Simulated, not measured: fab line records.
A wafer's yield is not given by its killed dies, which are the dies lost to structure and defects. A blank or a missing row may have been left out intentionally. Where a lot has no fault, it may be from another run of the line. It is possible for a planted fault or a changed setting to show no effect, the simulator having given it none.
Chamber matching + flow n5_finfet + 4 sister chambers for N5_BEOL_M13_TRENCH_ETCH_34 on rie_diel-06
The step etches SiOC in C4F8/O2/Ar, target depth 413.47 nm, time 162.6 s. 4 wafers are shown with their chamber, then 11 later ones without.

EACH WAFER AND ITS CHAMBER
| wafer  | chamber | showerhead_plenum_p_Torr (Torr) |
|--------|---------|---------------------------------|
| L086.4 | 3       | 3.24                            |
| L089.1 | 1       | 3.26                            |
| L089.6 | 0       | 3.51                            |
| L090.1 | 2       | 3.27                            |

WAFERS WHOSE CHAMBER IS MISSING
| wafer  | showerhead_plenum_p_Torr (Torr) |
|--------|---------------------------------|
| L090.3 | 3.26                            |
| L090.4 | 3.51                            |
| L092.3 | 3.27                            |
| L092.5 | 3.50                            |
| L092.6 | 3.25                            |
| L093.1 | 3.25                            |
| L093.3 | 3.27                            |
| L093.5 | 3.27                            |
| L096.2 | 3.63                            |
| L096.3 | 3.25                            |
| L096.5 | 3.26                            |

CHAMBER TAKEN BY EACH
| wafer  | from the rows above          | in truth                   |
|--------|------------------------------|----------------------------|
| L090.3 | can't be placed: 1 or 2 or 3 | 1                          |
| L090.4 | 0                            | 0                          |
| L092.3 | can't be placed: 2 or 1 or 3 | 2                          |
| L092.5 | 0                            | 0                          |
| L092.6 | can't be placed: 1 or 3 or 2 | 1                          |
| L093.1 | can't be placed: 1 or 3 or 2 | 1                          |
| L093.3 | can't be placed: 2 or 1 or 3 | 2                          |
| L093.5 | can't be placed: 2 or 1 or 3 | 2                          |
| L096.2 | 0                            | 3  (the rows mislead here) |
| L096.3 | can't be placed: 1 or 3 or 2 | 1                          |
| L096.5 | can't be placed: 1 or 2 or 3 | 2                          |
Correct placement for 2 of the 11. Can't be placed from these rows: 8 (the true chamber is among the candidates in 8). 1 placed wrongly.
How it was worked out, from the rows above alone: a wafer's distance from a chamber is the root of the sum, over the readings, of the square of ((its reading less the chamber's mean) divided by the reading's scatter). The wafer belongs to the nearest chamber; if the next one is less than 2 further off, it can't be placed. The mean given for a chamber averages the wafers shown for that chamber. The scatter (one wafer shown for each chamber): square how far every hidden wafer sits from the nearest shown wafer, average those squares and take the square root.
